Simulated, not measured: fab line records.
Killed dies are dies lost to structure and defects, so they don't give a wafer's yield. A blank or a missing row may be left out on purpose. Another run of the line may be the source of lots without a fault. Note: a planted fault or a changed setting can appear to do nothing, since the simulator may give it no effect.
fab line records | flow n5_finfet
[record] lots = 7 wafers = 39
route steps=1938 shown BEOL_M9@1440 BEOL_M12@1602 MIM_BOT@1833 PASSIVATION@1930
start_h: start of the lot's first displayed wafer, in hours after the record's first day | wait_h: how many hours have passed since the lot's step before this one | " the same as in the row above | L1.1+2: one row covering several wafers at once | - either no value or no given start | * or withheld: withheld | < > ~ a bound
route shown NAME@n: names a module that has steps shown in the file, with the first one's number in the route | usual: the fault-free wafers' mean and standard deviation | same: alike in all rows | chamber/n: place in a boat | sites: per-site readings | _std_site: their standard deviation | _edge_site: inner sites' mean taken away from outer sites' mean | radius_mm: how far each site lies from the wafer's centre | mask NAME#n: copy n | behind: the most recent tool/chamber to have shaped the wafer | hold: what put the lot on hold/how long, in hours/how the hold closed | device: transistor that didn't switch, given as n, p or np | end of line: the route-end tests of the same wafers | a step with no rows: only its recipe | killed: dies that structure and defects cost at the first sort, which is not the same as the wafer's yield | map: shows each die of a wafer: x if killed, . if not, _ if none is there
set.NAME: setting as actually run; set.NAME@STEP: the setting as run at that earlier step | model.NAME: the simulator's own value behind a step, which no gauge read
one table per step and one row per wafer, for lots whose settings were changed on purpose
[[steps]]
[step N5_BEOL_M9_ETCH_66]
[recipe] chemistry = N2/H2 target = SOC target_depth_a = 800 overetch_a = 160 mask_material = SiARC temp_c = 40 time_s = 120 ion_energy_ev = 200 pressure_mtorr = 30 source_w = 840 bias_w = 150 n2_flow_sccm = 200 h2_flow_sccm = 200
// columns lot.wafer tool chamber start_h wait_h set.time_s model.SiARC_of_BEOL_M9_COAT_64.thk_nm
L074.1+3 rie_diel-03 3,2 206.90 0.0 120 6.6
L074.2+5+6 " 1,2,1 " " 188.7 3.6
L074.4 " 0 " " 120 6.8
L075.1 rie_diel-04 0 216.40 0.0 74.48 8.6
L075.2+5+6 " 1,0,1 " " 120 6.4
L075.3+4 " 3,2 " " 74.48 8.4
L078.1+3+4 rie_diel-02 1,0,3 247.36 0.0 120 6.4
L078.2+5+6 " 2,2,1 " " 75.27 8.4
L083.1+4 rie_diel-04 2,0 261.15 0.0 170.9 4
L083.2 " 1 " " 120 6.4
L083.3 " 3 " " 170.9 3.6
L083.5 " 2 " " 120 6.2
L083.6 " 3 " " 120 6
L089.2 rie_diel-04 3 296.77 0.0 120 6.2
L089.4+5 " 0 " " 120 6.4
L088.1+2+3+4+5+6 rie_diel-02 1,3,0,2,0,1 299.63 0.0 120 6.4
L093.1+3 rie_diel-03 1,2 327.34 0.0 120 6.8
L093.2 " 3 " " 120 6.6
L093.4+5+6 " 0,2,3 " " 66.55 9
[step N5_BEOL_M12_ILD_DEP_00]
[recipe] material = SiOC target_thk_a = 6589.2 temp_c = 350 precursor = DEMS/O2 pressure_torr = 5 rf_w = 500 time_s = 130.7
// columns lot.wafer tool chamber start_h wait_h set.time_s model.SiOC_of_BEOL_M12_ILD_DEP_00.thk_nm
L074.1 pecvd-04 2 227.28 0.0 130.7 648.2
L074.2 " 0 " " 130.7 653.6
L074.3 " 2 " " 151.3 763.2
L074.4 " 0 " " 151.3 771.8
L074.5 " 2 " " 130.7 665.8
L074.6 " 0 " " 151.3 771
L075.1 pecvd-01 1 235.16 0.0 73 365.6
L075.2 " 0 " " 73 371.4
L075.3 " 2 " " 130.7 654
L075.4 " 2 " " 130.7 659.4
L075.5 " 1 " " 130.7 670.2
L075.6 " 0 " " 73 383.8
L078.1 pecvd-04 2 267.84 0.0 167.3 836.2
L078.2 " 1 " " 130.7 658.8
L078.3 " 0 " " 130.7 650
L078.4 " 0 " " 167.3 853.2
L078.5 " 1 " " 167.3 855.6
L078.6 " 2 " " 130.7 668.2
L083.1 pecvd-04 0 281.55 0.0 130.7 660
L083.2 " 2 " " 181 899.6
L083.3 " 1 " " 181 911.2
L083.4 " 2 " " 181 919
L083.5 " 0 " " 130.7 673.6
L083.6 " 1 " " 130.7 659
L089.2 pecvd-02 2 315.49 0.0 130.7 657.4
L089.4 " 1 " " 130.7 656.8
L089.5 " 0 " " 130.7 666.6
L088.1 pecvd-02 0 322.00 0.0 130.7 639.8
L088.2 " 1 " " 156.1 779.4
L088.3 " 2 " " 130.7 647.4
L088.4 " 0 " " 130.7 659
L088.5 " 1 " " 156.1 788.6
L088.6 " 2 " " 156.1 790
L093.1 pecvd-04 1 355.37 0.0 154.8 777
L093.2 " 2 " " 130.7 653.6
L093.3 " 0 " " 154.8 769.2
L093.4 " 1 " " 130.7 668.8
L093.5 " 0 " " 154.8 776.6
L093.6 " 2 " " 130.7 661.4
[step N5_BEOL_M12_THK_MEAS_01]
[recipe] reads = SiOC_of_BEOL_M12_ILD_DEP_00
[usual] M12_ILD_THK = 661/8.5
// columns lot.wafer tool chamber start_h wait_h set.time_s@BEOL_M12_ILD_DEP_00 M12_ILD_THK[nm]
L074.1 film_metro-02 - 227.46 0.1 130.7 648
L074.2 " - " " 130.7 654
L074.3 " - " " 151.3 764
L074.4 " - " " 151.3 772
L074.5 " - " " 130.7 666
L074.6 " - " " 151.3 771
L075.1 film_metro-01 - 235.29 0.1 73 365
L075.2 " - " " 73 371
L075.3 " - " " 130.7 654
L075.4 " - " " 130.7 660
L075.5 " - " " 130.7 670
L075.6 " - " " 73 384
L078.1 film_metro-02 - 267.97 0.1 167.3 836
L078.2 " - " " 130.7 659
L078.3 " - " " 130.7 650
L078.4 " - " " 167.3 853
L078.5 " - " " 167.3 856
L078.6 " - " " 130.7 668
L083.1 film_metro-02 - 281.68 0.1 130.7 660
L083.2 " - " " 181 900
L083.3 " - " " 181 910
L083.4 " - " " 181 920
L083.5 " - " " 130.7 674
L083.6 " - " " 130.7 660
L089.2 film_metro-02 - 315.62 0.1 130.7 657
L089.4 " - " " 130.7 657
L089.5 " - " " 130.7 666
L088.1 film_metro-01 - 322.13 0.1 130.7 639
L088.2 " - " " 156.1 780
L088.3 " - " " 130.7 647
L088.4 " - " " 130.7 659
L088.5 " - " " 156.1 789
L088.6 " - " " 156.1 790
L093.1 film_metro-02 - 355.50 0.1 154.8 777
L093.2 " - " " 130.7 653
L093.3 " - " " 154.8 769
L093.4 " - " " 130.7 669
L093.5 " - " " 154.8 777
L093.6 " - " " 130.7 661
[step N5_BEOL_M12_COAT_58]
[recipe] resist = BARC temp_c = 205 time_s = 60 spin_rpm = 1500 resist_thk_nm = 89
[step N5_BEOL_M12_COAT_04]
[recipe] spin_rpm = 1625 resist_thk_nm = 400
[step N5_BEOL_M12_DESCUM_15]
[recipe] chemistry = O2 time_s = 7.9 source_power_w = 50 bias_power_w = 20 pressure_mtorr = 20 rf_frequency_hz = 2.712e+07 temp_c = 40 o2_flow_sccm = 225
[step N5_BEOL_M12_ETCH_59]
[recipe] chemistry = N2/H2 target = BARC target_depth_a = 890 overetch_a = 267 time_s = 67.9 ion_energy_ev = 200 pressure_mtorr = 30 source_w = 840 bias_w = 150 n2_flow_sccm = 200 h2_flow_sccm = 200
[step N5_BEOL_M12_VIA_ETCH_16]
[recipe] chemistry = C4F8/O2/Ar target = SiOC pressure_mtorr = 30 source_w = 3000 bias_w = 700 Ar_flow_sccm = 400 C4F8_flow_sccm = 15 O2_flow_sccm = 8 he_inner_torr = 15 he_outer_torr = 30 target_depth_a = 7248 time_s = withheld ion_energy_ev = 250 ends = cleared
// columns lot.wafer tool chamber start_h wait_h set.time_s@BEOL_M12_ILD_DEP_00 model.etch.depth_nm model.coat_of_BEOL_M12_COAT_04.thk_nm
L074.1 rie_diel-05 0 228.07 0.0 * 648.1 125.4
L074.2 " 3 " " * 653.5 123.6
L074.3 " 1 " " * 763.2 87.4
L074.4 " 1 " " * 771.8 86.8
L074.5 " 0 " " * 665.8 119.6
L074.6 " 3 " " * 771 89.8
L075.1 rie_diel-01 3 235.92 0.0 * 365.6 211
L075.2 " 0 " " * 371.3 210
L075.3 " 1 " " * 654 127.6
L075.4 " 1 " " * 659.4 125.8
L075.5 " 0 " " * 670.2 120.4
L075.6 " 3 " " * 383.8 205.6
L078.1 rie_diel-05 2 268.58 0.0 * 836.2 70.6
L078.2 " 1 " " * 658.8 122.8
L078.3 " 3 " " * 650.1 126.8
L078.4 " 0 " " * 853.2 67.6
L078.5 " 3 " " * 855.6 67
L078.6 " 2 " " * 668.1 120
L083.1 rie_diel-05 1 282.28 0.0 * 659.9 121
L083.2 " 0 " " * 899.7 52.6
L083.3 " 3 " " * 911.3 50.8
L083.4 " 2 " " * 919 45
L083.5 " 3 " " * 673.7 120
L083.6 " 2 " " * 659.1 122
L089.2 rie_diel-05 1 316.22 0.0 * 657.3 123.2
L089.4 " 2 " " * 656.9 124.8
L089.5 " 1 " " * 666.5 120.4
L088.1 rie_diel-06 0 322.74 0.0 * 639.8 130
L088.2 " 2 " " * 779.3 84.6
L088.3 " 1 " " * 647.3 123.6
L088.4 " 3 " " * 659.1 124.2
L088.5 " 1 " " * 788.5 81.6
L088.6 " 0 " " * 789.9 85.6
L093.1 rie_diel-06 3 355.98 0.0 * 776.9 90.8
L093.2 " 1 " " * 653.6 122.2
L093.3 " 2 " " * 769.2 89.2
L093.4 " 0 " " * 668.7 123.2
L093.5 " 2 " " * 776.7 86.8
L093.6 " 3 " " * 661.5 124.4
[step N5_BEOL_M12_STRIP_63]
[recipe] chemistry = N2/H2 power_w = 1000 temp_c = 250 h2_frac = 0.65 overash_fraction = 0.3 pressure_mtorr = 1000 n2_flow_sccm = 1750 h2_flow_sccm = 3250
[usual] strip_time_to_endpoint_s = 42.4/0.86
// columns lot.wafer tool chamber start_h wait_h set.time_s@BEOL_M12_ILD_DEP_00 strip_time_to_endpoint_s
L074.1 plasma_asher-02 0 228.27 - 130.7 43.1
L074.2 " 1 " " 130.7 42.7
L074.3 " 0 " " 151.3 32.7
L074.4 " 1 " " 151.3 32.5
L074.5 " 0 " " 130.7 41.6
L074.6 " 1 " " 151.3 33.3
L075.1 plasma_asher-01 0 236.12 - 73 65.5
L075.2 " 1 " " 73 65.2
L075.3 " 0 " " 130.7 43.7
L075.4 " 1 " " 130.7 43.2
L075.5 " 1 " " 130.7 41.8
L075.6 " 0 " " 73 64.1
L078.1 plasma_asher-02 0 268.77 - 167.3 27.9
L078.2 " 1 " " 130.7 42.5
L078.3 " 0 " " 130.7 43.5
L078.4 " 1 " " 167.3 27.0
L078.5 " 1 " " 167.3 26.8
L078.6 " 0 " " 130.7 41.7
L083.1 plasma_asher-01 0 282.48 - 130.7 42.0
L083.2 " 1 " " 181 22.4
L083.3 " 0 " " 181 21.9
L083.4 " 1 " " 181 20.0
L083.5 " 1 " " 130.7 41.7
L083.6 " 0 " " 130.7 42.2
L089.2 plasma_asher-01 0 316.42 - 130.7 42.5
L089.4 " 0 " " 130.7 43.0
L089.5 " 0 " " 130.7 41.8
L088.1 plasma_asher-01 0 322.94 - 130.7 44.4
L088.2 " 1 " " 156.1 31.9
L088.3 " 1 " " 130.7 42.6
L088.4 " 0 " " 130.7 42.8
L088.5 " 0 " " 156.1 31.1
L088.6 " 1 " " 156.1 32.2
L093.1 plasma_asher-01 1 356.18 - 154.8 33.7
L093.2 " 0 " " 130.7 42.3
L093.3 " 0 " " 154.8 33.2
L093.4 " 1 " " 130.7 42.5
L093.5 " 1 " " 154.8 32.5
L093.6 " 0 " " 130.7 42.9
[step N5_MIM_BOT_SPUTTER_00]
[recipe] material = TiN target_thk_a = 350 temp_c = 200 power_w = 3000 chamber_pressure_pa = 0.49996 gas = Ar reactive_partial_pa = 0.37997 time_s = 89.7
// columns lot.wafer tool chamber start_h wait_h set.target_thk_a model.TiN_of_MIM_BOT_SPUTTER_00.thk_nm
L074.1 pvd_sputter-01 - 257.23 0.0 179.6 18
L074.2 " - " " 350 35.2
L074.3 " - " " 350 35.6
L074.4 " - " " 179.6 18.4
L074.5 " - " " 350 35
L074.6 " - " " 179.6 18.2
L075.1 pvd_sputter-03 - 261.71 0.0 457.8 45.6
L075.2 " - " " 350 35.4
L075.3 " - " " 350 35.2
L075.4+5 " - " " 457.8 46
L075.6 " - " " 350 34.8
L078.1+2 pvd_sputter-02 - 291.23 0.0 350 35
L078.3 " - " " 350 34.6
L078.4 " - " " 350 35.4
L078.5+6 " - " " 350 34.8
L083.1 pvd_sputter-03 - 305.91 0.0 509.5 50.6
L083.2+3 " - " " 509.5 50.8
L083.4 " - " " 350 34.8
L083.5+6 " - " " 350 34.6
L089.2 pvd_sputter-03 - 351.35 0.0 350 34.6
L089.4+5 " - " " 350 35
L088.1 pvd_sputter-02 - 356.82 0.0 350 35.2
L088.2 " - " " 156.6 15.6
L088.3 " - " " 350 35.4
L088.4 " - " " 156.6 16.6
L088.5 " - " " 156.6 16.2
L088.6 " - " " 350 35.6
L093.1+4 pvd_sputter-02 - 391.49 0.0 350 35.2
L093.2 " - " " 511.7 51.8
L093.3 " - " " 511.7 51
L093.5 " - " " 350 35
L093.6 " - " " 511.7 51.2
[step N5_PASSIVATION_ETCH_54]
[recipe] chemistry = CHF3/O2 target = SiO2 target_depth_a = 8800 CHF3_flow_sccm = 50 O2_flow_sccm = 5 Ar_flow_sccm = 200 time_s = 440 mask_material = PR pressure_mtorr = 30 source_w = 650 bias_w = 170 ion_energy_ev = 200
// columns lot.wafer tool chamber start_h wait_h set.target_depth_a model.PASSIVATION.feature_depth_nm model.etch.depth_nm
L074.1 rie_diel-05 0 269.18 0.1 8800 868.2 868.1
L074.2 " 1 " " 8800 897.2 897.1
L074.3 " 3 " " 8800 866 866
L074.4 " 2 " " 8800 898 897.9
L074.5 " 2 " " 8800 893.4 893.4
L074.6 " 3 " " 8800 873 873
L075.1 rie_diel-06 2 269.34 0.1 8800 884.6 884.7
L075.2 " 3 " " 8800 871.8 871.7
L075.3 " 0 " " 12570 1216 1216
L075.4 " 1 " " 8800 901 901
L075.5 " 0 " " 12570 1215 1215
L075.6 " 3 " " 12570 1241 1241
L078.1 rie_diel-06 1 301.21 0.1 8800 885.6 885.5
L078.2 " 3 " " 8800 870.8 870.8
L078.3 " 0 " " 8800 844 844
L078.4 " 3 " " 8800 878.6 878.6
L078.5 " 1 " " 8800 882.8 882.8
L078.6 " 0 " " 8800 843 842.9
L083.1 rie_diel-06 1 314.70 0.1 8800 891 891
L083.2 " 2 " " 13500 1384 1384
L083.3 " 0 " " 13500 1294 1294
L083.4 " 0 " " 8800 842 842
L083.5 " 2 " " 13500 1380 1380
L083.6 " 1 " " 8800 896 895.9
L089.2 rie_diel-05 2 358.64 0.1 8800 881.8 881.8
L089.4 " 3 " " 8800 876 876
L089.5 " 3 " " 8800 885.2 885.3
L088.1 rie_diel-06 3 369.78 0.1 8800 883.6 883.5
L088.2 " 0 " " 11500 1106 1106
L088.3 " 2 " " 11500 1180 1180
L088.4 " 1 " " 11500 1184 1184
L088.5 " 3 " " 8800 873.2 873.3
L088.6 " 2 " " 8800 890.4 890.4
L093.1 rie_diel-05 3 402.91 0.1 6800 683.4 683.3
L093.2 " 1 " " 8800 899.6 899.7
L093.3 " 2 " " 6800 681.2 681.1
L093.4 " 0 " " 8800 866.2 866.2
L093.5 " 1 " " 8800 894.8 894.8
L093.6 " 2 " " 6800 682 681.9
[[key]]
[split] step = N5_BEOL_M9_ETCH_66 setting = time_s stated = 120 by = wafer
[response] step = N5_BEOL_M9_ETCH_66 reading = model.SiARC_of_BEOL_M9_COAT_64.thk_nm change = -0.0534 per = 1% r = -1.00
[split] step = N5_BEOL_M12_ILD_DEP_00 setting = time_s stated = 130.7 by = wafer
[response] step = N5_BEOL_M12_ILD_DEP_00 reading = model.SiOC_of_BEOL_M12_ILD_DEP_00.thk_nm change = +6.56 per = 1% r = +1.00
[response] step = N5_BEOL_M12_THK_MEAS_01 reading = M12_ILD_THK change = +6.56 per = 1% r = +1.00
[response] step = N5_BEOL_M12_VIA_ETCH_16 reading = model.etch.depth_nm change = +6.56 per = 1% r = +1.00
[response] step = N5_BEOL_M12_VIA_ETCH_16 reading = model.coat_of_BEOL_M12_COAT_04.thk_nm change = -1.93 per = 1% r = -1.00
[response] step = N5_BEOL_M12_STRIP_63 reading = strip_time_to_endpoint_s change = * per = 1% r = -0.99
[split] step = N5_MIM_BOT_SPUTTER_00 setting = target_thk_a stated = 350 by = wafer
[response] step = N5_MIM_BOT_SPUTTER_00 reading = model.TiN_of_MIM_BOT_SPUTTER_00.thk_nm change = +0.35 per = 1% r = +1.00
[split] step = N5_PASSIVATION_ETCH_54 setting = target_depth_a stated = 8800 by = wafer
[response] step = N5_PASSIVATION_ETCH_54 reading = model.PASSIVATION.feature_depth_nm change = +8.62 per = 1% r = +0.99
[response] step = N5_PASSIVATION_ETCH_54 reading = model.etch.depth_nm change = +8.62 per = 1% r = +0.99
